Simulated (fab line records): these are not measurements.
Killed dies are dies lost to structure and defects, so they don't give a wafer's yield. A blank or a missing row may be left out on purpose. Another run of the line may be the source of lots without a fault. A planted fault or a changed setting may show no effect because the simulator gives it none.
fab line records -- flow nandHarc
[record] lots = 6, wafers = 18, lastDay = 35
route steps=1302 shown A_STAIRCASE@755 END@1302
lots untouched by any fault: they come from a run of this same line in which no faults occurred
startH: start of the lot's first displayed wafer, in hours after the record's first day -- waitH: time in hours since the lot's previous step -- " identical to the entry in the row above -- L1.1+2: several wafers, shown together as one row -- - no value present, or no start provided -- * or withheld: withheld -- < > ~ a bound
route shown NAME@n: NAME is a module with steps in the file, n the number in the route of the first one -- usual: mean/standard deviation taken from wafers without a fault -- same: alike in all rows -- chamber/n: place in a boat -- sites: the reading at each site -- _std_site: the standard deviation of these -- _edge_site: mean of outer sites minus mean of inner sites -- radiusMm: how far each site lies from the wafer's centre -- mask NAME#n: copy n -- behind: tool/chamber where the wafer was last shaped -- hold: what put the lot on hold/how long, in hours/how the hold closed -- device: which transistor (n, p or np) failed to switch -- end of line: the route-end tests of the same wafers -- a step without rows: its recipe alone -- killed: count of dies lost to structure and defects at first sort (not the wafer's yield) -- map: dies across one wafer; x = killed, . = not, _ = none there
set.NAME: setting as actually run; set.NAME@STEP: the setting as run at that earlier step -- model.NAME: the simulator's own value behind a step, which no gauge read
certain route steps with their lots: each step a table, each wafer a row
services: a tool's chamber out of use, with start hour (startH, from the record's first day; less than 0 if before it), hours out, and reason
[[steps]]
[step NHARC_A_STAIRCASE_SRD_241]
[step NHARC_A_STAIRCASE_DEHYDRATE_242]
[recipe] tempC = 150, timeS = 120
[step NHARC_A_STAIRCASE_HMDS_243]
[recipe] timeS = 30
[step NHARC_A_STAIRCASE_COAT_244]
[recipe] spinRpm = 1200
[step NHARC_A_STAIRCASE_SOFTBAKE_245]
[recipe] tempC = 135, timeS = 170
[step NHARC_A_STAIRCASE_EBR_246]
[step NHARC_A_STAIRCASE_EXPOSE_247]
[recipe] na = 0.5, doseMj = 25.34, maskId = SDS_1
[step NHARC_A_STAIRCASE_PEB_248]
[recipe] pebTempC = 115, pebTimeS = 130
[step NHARC_A_STAIRCASE_DEVELOP_249]
[recipe] timeS = 140
[step NHARC_A_STAIRCASE_HARDBAKE_251]
[recipe] tempC = 120, timeS = 140
[step NHARC_A_STAIRCASE_DESCUM_252]
[recipe] timeS = 3, o2FlowSccm = 200, arFlowSccm = 0, biasPowerW = 0, chemistry = O2
[usual] drypumpMotorCurrentA = 5.7/0.55, oesProductAu = 1.003/0.01, rfVppV = 57.6/0.88, showerheadPlenumPTorr = 1.87/0.08, throttleValvePct = 11.311/0.0093
lot.wafer,tool,chamber,startH,waitH,drypumpMotorCurrentA,oesProductAu,rfHoursCounterH,rfVppV,showerheadPlenumPTorr,throttleValvePct
L115.4,rieDiel-10,3,401.49,-,5.4,0.990,46,58.8,2.02,11.316
L115.2,rieDiel-10,0,401.49,-,5.4,1.020,63,57.9,1.86,11.312
L115.3,rieDiel-10,1,401.49,-,5.8,0.995,61,57.5,1.79,11.329
L119.2,rieDiel-06,2,471.32,-,5.9,0.995,30,58.2,1.80,11.307
L119.4,rieDiel-06,3,471.32,-,5.4,0.994,32,56.6,1.88,11.314
L119.5,rieDiel-06,1,471.32,-,6.1,0.996,-,58.1,1.93,11.315
L124.2,rieDiel-10,1,500.99,-,5.8,0.998,23,56.6,1.78,11.324
L124.6,rieDiel-10,0,500.99,-,5.3,0.996,-,56.3,1.85,11.304
L124.5,rieDiel-10,1,500.99,-,5.8,0.992,-,55.9,1.78,11.314
L125.3,rieDiel-10,1,510.57,-,5.8,1.005,26,56.9,1.78,11.304
L125.6,rieDiel-10,2,510.57,-,5.1,1.022,-,57.3,1.82,11.307
L125.4,rieDiel-10,3,510.57,-,5.4,1.009,-,58.5,2.01,11.305
L134.4,rieDiel-10,0,592.73,-,5.4,1.004,45,58.0,1.84,11.329
L134.1,rieDiel-10,2,592.73,-,5.0,1.005,49,56.7,1.81,11.317
L134.2,rieDiel-10,3,592.73,-,5.3,0.994,51,57.6,2.01,11.311
L135.1,rieDiel-10,2,616.05,-,5.1,1.004,3,57.2,1.81,11.310
L135.4,rieDiel-10,3,616.05,-,5.3,1.013,3,56.8,2.00,11.292
L135.5,rieDiel-10,2,616.05,-,5.1,1.003,-,57.8,1.81,11.307
[step NHARC_A_STAIRCASE_ETCH_253]
[recipe] targetDepthA = 500, timeS = 20.2, ionEnergyEv = 400, c4f8FlowSccm = 20, o2FlowSccm = 10, arFlowSccm = withheld, rfW = 600, biasW = 1000, chemistry = C4F8/O2
[usual] oesProductAu = 0.952/0.02, rfVppV = 893/4.8
lot.wafer,tool,chamber,startH,waitH,oesProductAu,rfHoursCounterH,rfVppV
L115.2,rieDiel-10,1,401.57,0.1,0.929,61,887
L115.3,rieDiel-10,2,401.57,0.1,0.930,60,890
L115.4,rieDiel-10,3,401.57,0.1,0.937,46,900
L119.4,rieDiel-06,0,471.45,0.1,0.910,25,895
L119.2,rieDiel-06,2,471.45,0.1,0.930,30,890
L119.5,rieDiel-06,0,471.45,0.1,0.913,-,892
L124.2,rieDiel-10,3,501.08,0.1,0.982,22,901
L124.6,rieDiel-10,0,501.08,0.1,0.958,-,893
L124.5,rieDiel-10,1,501.08,0.1,1.299,-,888
L125.3,rieDiel-10,1,510.69,0.1,1.281,26,887
L125.6,rieDiel-10,1,510.69,0.1,1.282,-,886
L125.4,rieDiel-10,2,510.69,0.1,0.962,-,891
L134.2,rieDiel-10,1,592.82,0.1,0.962,49,887
L134.4,rieDiel-10,2,592.82,0.1,0.996,49,889
L134.1,rieDiel-10,0,592.82,0.1,0.971,45,892
L135.4,rieDiel-10,0,616.14,0.1,0.976,3,891
L135.1,rieDiel-10,2,616.14,0.1,0.963,3,889
L135.5,rieDiel-10,0,616.14,0.1,0.971,-,892
[step NHARC_A_STAIRCASE_STRIP_254]
[recipe] powerW = 1500, tempC = 250, chemistry = O2
[usual] drypumpMotorCurrentA = 5.85/0.28, heaterPowerW = 342/25, rfReflPowerW = 23/9.4, tempC = 249.97/0.2
lot.wafer,tool,chamber,startH,waitH,drypumpMotorCurrentA,heaterPowerW,rfHoursCounterH,rfReflPowerW,tempC
L115.2,plasmaAsher-01,0,401.70,-,5.79,303,9,37,250.12
L115.4,plasmaAsher-01,1,401.70,-,6.24,355,-,24,249.99
L115.3,plasmaAsher-01,0,401.70,-,5.79,314,-,35,249.83
L119.2,plasmaAsher-01,1,471.53,-,6.27,355,23,23,249.98
L119.4,plasmaAsher-01,1,471.53,-,6.26,363,-,23,250.05
L119.5,plasmaAsher-01,0,471.53,-,5.80,309,-,35,249.84
L124.2,plasmaAsher-01,0,501.16,-,5.78,302,31,36,249.59
L124.6,plasmaAsher-01,0,501.16,-,5.79,310,-,36,250.22
L124.5,plasmaAsher-01,1,501.16,-,6.24,351,-,22,249.90
L125.3,plasmaAsher-02,1,510.87,-,5.51,355,-,13,249.98
L125.4,plasmaAsher-02,0,510.87,-,5.65,358,-,11,249.59
L125.6,plasmaAsher-02,1,510.87,-,5.52,346,-,13,249.98
L134.2,plasmaAsher-01,1,592.91,-,6.26,383,21,23,250.03
L134.1,plasmaAsher-01,0,592.91,-,5.81,303,21,35,250.15
L134.4,plasmaAsher-01,1,592.91,-,6.26,362,-,23,249.96
L135.1,plasmaAsher-01,1,616.28,-,6.23,376,29,23,249.84
L135.4,plasmaAsher-01,0,616.28,-,5.77,308,-,34,249.84
L135.5,plasmaAsher-01,0,616.28,-,5.79,302,-,34,250.06
[step NHARC_END_SORT_01]
[recipe] tempC = 25
[usual] killedAtArray = 54/18, killedAtOther = 0.9/1.2, killedAtPeriphery = 4.4/2.9, killedDies = 59/18, killedOpen = 3.2/1.8, killedShort = 2.6/1.8
[same] grossDies = 677
lot.wafer,tool,chamber,startH,waitH,killedAtArray,killedAtOther,killedAtPeriphery,killedDies,killedOpen,killedShort
L124.5,prober-01,0,723.67,3.7,672,1,4,677,5,3
L125.3,prober-02,0,729.79,3.1,672,0,5,677,4,3
L125.4,prober-02,0,730.58,3.4,31,1,2,34,2,2
L125.6,prober-02,0,732.16,4.0,674,1,2,677,4,3
// killed by level:class
L124.5 A_STAIRCASE:areaEtch=615 A_CHANNEL_HOLE_D2:chamberFilmFlake=23 A_CONTACT:chamberFilmFlake=8 A_STAIRCASE:chamberFilmFlake=7 A_SLIT:chamberFilmFlake=6 A_CHANNEL_HOLE_D1:chamberFilmFlake=5 A_M0:geometricParticle:open=2 P_GATE:geometricParticle:open=1
L125.3 A_STAIRCASE:areaEtch=622 A_CHANNEL_HOLE_D2:chamberFilmFlake=19 A_CHANNEL_HOLE_D1:chamberFilmFlake=10 A_SLIT:chamberFilmFlake=7 A_CONTACT:chamberFilmFlake=5 P_BONDPAD:chamberFilmFlake=4 A_M0:geometricParticle:open=2 P_M0:geometricParticle:short=1
L125.4 A_CHANNEL_HOLE_D2:chamberFilmFlake=16 A_CHANNEL_HOLE_D1:chamberFilmFlake=4 A_SLIT:chamberFilmFlake=3 A_CONTACT:chamberFilmFlake=3 P_M0:geometricParticle:open=1 A_WL_FILL:geometricParticle:short=1 A_M0:geometricParticle:open=1 P_BONDPAD:chamberFilmFlake=1
L125.6 A_STAIRCASE:areaEtch=624 A_CHANNEL_HOLE_D2:chamberFilmFlake=18 A_CHANNEL_HOLE_D1:chamberFilmFlake=9 A_SLIT:chamberFilmFlake=6 A_CONTACT:chamberFilmFlake=5 A_DECK1_JOINT:chamberFilmFlake=2 P_M0:geometricParticle:short=1 A_SOURCE_PLATE:geometricParticle:open=1
// map L124.5 (x killed, . not)
____________x____________
_________xxxxxxx_________
_______xxxxxxxxxxx_______
______xxxxxxxxxxxxx______
_____xxxxxxxxxxxxxxx_____
____xxxxxxxxxxxxxxxxx____
____xxxxxxxxxxxxxxxxx____
___xxxxxxxxxxxxxxxxxxx___
___xxxxxxxxxxxxxxxxxxx___
__xxxxxxxxxxxxxxxxxxxxx__
__xxxxxxxxxxxxxxxxxxxxx__
_xxxxxxxxxxxxxxxxxxxxxxx_
_xxxxxxxxxxxxxxxxxxxxxxx_
_xxxxxxxxxxxxxxxxxxxxxxx_
_xxxxxxxxxxxxxxxxxxxxxxx_
_xxxxxxxxxxxxxxxxxxxxxxx_
xxxxxxxxxxxxxxxxxxxxxxxxx
xxxxxxxxxxxxxxxxxxxxxxxxx
xxxxxxxxxxxxxxxxxxxxxxxxx
xxxxxxxxxxxxxxxxxxxxxxxxx
xxxxxxxxxxxxxxxxxxxxxxxxx
_xxxxxxxxxxxxxxxxxxxxxxx_
_xxxxxxxxxxxxxxxxxxxxxxx_
_xxxxxxxxxxxxxxxxxxxxxxx_
_xxxxxxxxxxxxxxxxxxxxxxx_
_xxxxxxxxxxxxxxxxxxxxxxx_
__xxxxxxxxxxxxxxxxxxxxx__
__xxxxxxxxxxxxxxxxxxxxx__
___xxxxxxxxxxxxxxxxxxx___
___xxxxxxxxxxxxxxxxxxx___
____xxxxxxxxxxxxxxxxx____
____xxxxxxxxxxxxxxxxx____
_____xxxxxxxxxxxxxxx_____
______xxxxxxxxxxxxx______
_______xxxxxxxxxxx_______
_________xxxxxxx_________
____________x____________
// map L125.3 (x killed, . not)
____________x____________
_________xxxxxxx_________
_______xxxxxxxxxxx_______
______xxxxxxxxxxxxx______
_____xxxxxxxxxxxxxxx_____
____xxxxxxxxxxxxxxxxx____
____xxxxxxxxxxxxxxxxx____
___xxxxxxxxxxxxxxxxxxx___
___xxxxxxxxxxxxxxxxxxx___
__xxxxxxxxxxxxxxxxxxxxx__
__xxxxxxxxxxxxxxxxxxxxx__
_xxxxxxxxxxxxxxxxxxxxxxx_
_xxxxxxxxxxxxxxxxxxxxxxx_
_xxxxxxxxxxxxxxxxxxxxxxx_
_xxxxxxxxxxxxxxxxxxxxxxx_
_xxxxxxxxxxxxxxxxxxxxxxx_
xxxxxxxxxxxxxxxxxxxxxxxxx
xxxxxxxxxxxxxxxxxxxxxxxxx
xxxxxxxxxxxxxxxxxxxxxxxxx
xxxxxxxxxxxxxxxxxxxxxxxxx
xxxxxxxxxxxxxxxxxxxxxxxxx
_xxxxxxxxxxxxxxxxxxxxxxx_
_xxxxxxxxxxxxxxxxxxxxxxx_
_xxxxxxxxxxxxxxxxxxxxxxx_
_xxxxxxxxxxxxxxxxxxxxxxx_
_xxxxxxxxxxxxxxxxxxxxxxx_
__xxxxxxxxxxxxxxxxxxxxx__
__xxxxxxxxxxxxxxxxxxxxx__
___xxxxxxxxxxxxxxxxxxx___
___xxxxxxxxxxxxxxxxxxx___
____xxxxxxxxxxxxxxxxx____
____xxxxxxxxxxxxxxxxx____
_____xxxxxxxxxxxxxxx_____
______xxxxxxxxxxxxx______
_______xxxxxxxxxxx_______
_________xxxxxxx_________
____________x____________
[[services]]
tool,chamber,startH,hours,kind
rieDiel-10,1,382.42,5.0,repair
plasmaAsher-01,-,389.65,4.0,repair
rieDiel-10,0,400.71,-,clean
rieDiel-10,1,400.71,-,clean
rieDiel-10,2,400.71,-,clean
rieDiel-10,3,400.71,-,clean
rieDiel-10,0,406.59,3.3,repair
plasmaAsher-02,-,413.24,14.6,repair
rieDiel-10,-,419.56,9.0,pm
rieDiel-10,0,419.56,9.0,ventCycle
rieDiel-10,1,419.56,9.0,ventCycle
rieDiel-10,2,419.56,9.0,ventCycle
rieDiel-10,3,419.56,9.0,ventCycle
plasmaAsher-02,-,427.87,9.0,pm
rieDiel-10,0,428.56,-,clean
rieDiel-10,1,428.56,-,clean
rieDiel-10,2,428.56,-,clean
rieDiel-10,3,428.56,-,clean
rieDiel-10,0,483.51,6.6,repair
rieDiel-06,-,484.27,9.0,pm
plasmaAsher-01,-,519.00,9.0,pm
plasmaAsher-02,-,547.96,59.8,repair
rieDiel-10,-,596.76,9.0,pm
plasmaAsher-02,-,607.80,9.0,pm
[[key]]
[firstSign] step = NHARC_A_STAIRCASE_ETCH_253, reading = oesProductAu, direction = up, sigmas = 17, usual = 0.952, struck = 1.288
[effect] step = NHARC_END_SORT_01, reading = killedAtArray, direction = up, sigmas = 34, usual = 54, struck = 673
[moreKillsBornAt] NHARC_A_STAIRCASE_ETCH_253@rieDiel-10 = 1861
metAt NHARC_A_STAIRCASE_ETCH_253
struckWafers L124.5,L125.3,L125.6
laterRowsLeftOut L124.5,L125.3,L125.6
testerLeftOut L124,L125
onsetBetween 401.57 501.08
[fault] kind = processParameterDrift, tool = rieDiel-10, chamber = 1, onsetH = 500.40, steps = NHARC_A_STAIRCASE_ETCH_253, channel = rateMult, offset = 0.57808, shape = step, endH = 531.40
// testerLeftOut: of these lots the tester's yield and bins aren't shown, on N5 and GAA mostly nor the transistor test; their killed dies are dies lost to structure and defects alone, not to doping, threshold or leakage, so they don't give the yield
// laterRowsLeftOut: the simulator's readings of these wafers behind a module that went badly wrong aren't trusted and aren't shown, but for the sort
